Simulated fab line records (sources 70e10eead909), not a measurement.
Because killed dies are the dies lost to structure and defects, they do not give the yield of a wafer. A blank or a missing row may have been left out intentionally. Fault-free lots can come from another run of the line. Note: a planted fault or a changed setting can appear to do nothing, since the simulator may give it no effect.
Comparing a struck lot with a sound one :: flow nandHarc :: 19 out of 1302 route steps
Sound: wafers L811.1, L811.3, L811.6. The struck wafers were L828.1, L828.4, L828.6. The cause is given at the end.
Each step with rows lists, per side, the tool, then ch with its chambers, then its first start. Under that, the readings that differ: sound wafers :: struck wafers :: difference of the means :: sigmas: that difference in standard deviations of wafers without a fault.
alike: readings whose means differ by less than 2 such deviations, and words and numbers that are the same on both sides. not compared: withheld readings, readings that some wafer has no value for, bounds like >300 that may hide the same value, and numbers for which the record gives no deviation and whose values overlap.
Wherever a step has rows on one side only, a row that says differs or no value, or a row with sigmas, the two part there. Numbers that have no deviation but don't overlap get no sigmas and don't part them. A reading that every wafer of one side lacks parts them only if that side has two wafers or more.

NHARC_P_GATE_CD_MEAS_59: target cd 720 nm.
  sound on cdSem-03 ch 0, day 6 06:29; struck on cdSem-03 ch 0, day 13 05:07
  alike: cdNm
then, 1 step without rows for these wafers: NHARC_P_GATE_HARDBAKE_60 (time 80 s).
NHARC_P_GATE_DESCUM_61: chemistry O2, time 3 s.
  sound on rieDiel-10 ch 1,3, day 6 06:38; struck on rieDiel-05 ch 1,2,3, day 13 05:18
reading: drypumpMotorCurrentA (A)
sound: 5.2 4.9 4.9
struck: 5.7 6.6 6.0
difference: +1.1
sigmas: +2

reading: rfVppV (V)
sound: 57.4 58.6 59.5
struck: 57.2 56.9 56.0
difference: -1.8
sigmas: -2
  alike: oesProductAu, showerheadPlenumPTorr, throttleValvePct
  not compared: rfHoursCounterH
next, for these wafers, 1 step has no rows: NHARC_P_GATE_IMPLANT_62.
NHARC_P_GATE_STRIP_112: strips in N2/H2, time 200 s.
  sound on plasmaAsher-01 ch 0, day 6 07:00; struck on plasmaAsher-01 ch 0,1, day 13 05:40
  alike: drypumpMotorCurrentA, heaterPowerW
  not compared: rfHoursCounterH
NHARC_P_GATE_STRIP_76: strips in O2.
  sound on plasmaAsher-01 ch 0, day 6 07:16; struck on plasmaAsher-01 ch 0,1, day 13 05:56
  alike: drypumpMotorCurrentA, heaterPowerW
  not compared: rfHoursCounterH
then, 6 steps without rows for these wafers: NHARC_P_GATE_STRIP_63 (strips in SPM, time 900 s); NHARC_P_GATE_DEHYDRATE_83 (time 120 s); NHARC_P_GATE_HMDS_84 (time 30 s); NHARC_P_GATE_COAT_85; NHARC_P_GATE_SOFTBAKE_86 (time 95 s); NHARC_P_GATE_EBR_87.
NHARC_P_GATE_EXPOSE_88: exposes mask P HVN, target cd 2000 nm.
  sound on krfScanner-02 ch 0, day 6 07:54; struck on krfScanner-04 ch 0, day 13 06:42
reading: exposureDoseMJCm2
sound: 11.877 11.877 11.857
struck: 17.915 17.919 17.906
difference: +6.043
sigmas: +99 or more
  alike: mask
then, 2 steps without rows for these wafers: NHARC_P_GATE_PEB_89 (peb time 85 s); NHARC_P_GATE_DEVELOP_90 (time 70 s).
NHARC_P_GATE_CD_MEAS_91: target cd 2000 nm.
  sound on cdSem-03 ch 0, day 6 08:04; struck on cdSem-01 ch 0, day 13 06:51
reading: cdNm (nm)
sound: 2005.3 2001.3 2001.9
struck: 2068.4 2067.2 2066.3
difference: +64.5
sigmas: +29
then, 1 step without rows for these wafers: NHARC_P_GATE_HARDBAKE_92 (time 80 s).
NHARC_P_GATE_DESCUM_93: chemistry O2, time 3 s.
  sound on rieDiel-10 ch 0,1, day 6 08:14; struck on rieDiel-10 ch 0,2, day 13 07:01
reading: model.P_GATE.cdNm (nm)
sound: 2004 2002 2001
struck: 2068 2067 2066
difference: +65
sigmas: 
  alike: drypumpMotorCurrentA, oesProductAu, rfVppV, showerheadPlenumPTorr, throttleValvePct
  not compared: rfHoursCounterH
next, for these wafers, 1 step has no rows: NHARC_P_GATE_IMPLANT_94.

== WHERE THEY PART ==
Earliest at NHARC_P_GATE_DESCUM_61; latest, in this record, at NHARC_P_GATE_CD_MEAS_91. Later steps at which nothing parts them and some readings are alike: NHARC_P_GATE_DESCUM_93.

WHY: the cause the simulator had injected
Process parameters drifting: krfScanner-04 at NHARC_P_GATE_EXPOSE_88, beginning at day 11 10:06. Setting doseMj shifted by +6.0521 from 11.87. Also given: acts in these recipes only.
